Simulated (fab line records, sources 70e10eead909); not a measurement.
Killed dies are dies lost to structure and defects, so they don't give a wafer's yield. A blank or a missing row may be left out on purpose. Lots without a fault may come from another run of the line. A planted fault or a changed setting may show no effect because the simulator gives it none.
Chamber matching | flow nand_harc | NHARC_A_STAIRCASE_DEP_417 on pecvd-02: 3 sister chambers
The step deposits Si3N4, target thk 60 nm. 6 wafers are shown with their chamber, then 7 later ones without.

WAFERS WITH THEIR CHAMBER
wafer  | chamber | heater_power_w (W)
L081.1 | 2       | 706
L085.2 | 0       | 606
L085.3 | 1       | 794
L085.4 | 0       | 599
L088.2 | 1       | 746
L088.3 | 2       | 725

WAFERS WITHOUT THEIR CHAMBER
wafer  | heater_power_w (W)
L088.5 | 752
L094.1 | 727
L094.4 | 531
L094.5 | 709
L095.2 | 839
L095.5 | 545
L095.6 | 731

WHICH CHAMBER EACH WENT THROUGH
wafer  | from the rows above     | in truth
L088.5 | can't be placed: 1 or 2 | 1
L094.1 | can't be placed: 2 or 1 | 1
L094.4 | 0                       | 0
L094.5 | 2                       | 2
L095.2 | 1                       | 1
L095.5 | 0                       | 0
L095.6 | can't be placed: 2 or 1 | 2
Placed correctly: 4 of 7. Can't be placed from these rows: 3 (the true chamber is among the candidates in 3). Placed wrongly: 0.
How it was worked out, from the rows above alone: a wafer's distance from a chamber is the root of the sum, over the readings, of the square of ((its reading less the chamber's mean) divided by the reading's scatter). The wafer belongs to the nearest chamber; if the next one is less than 2 further off, it can't be placed. A chamber's mean is the mean of its shown wafers. The scatter: the root of (the sum of the squares of (reading less its chamber's mean) over the shown wafers, divided by (wafers less chambers)).
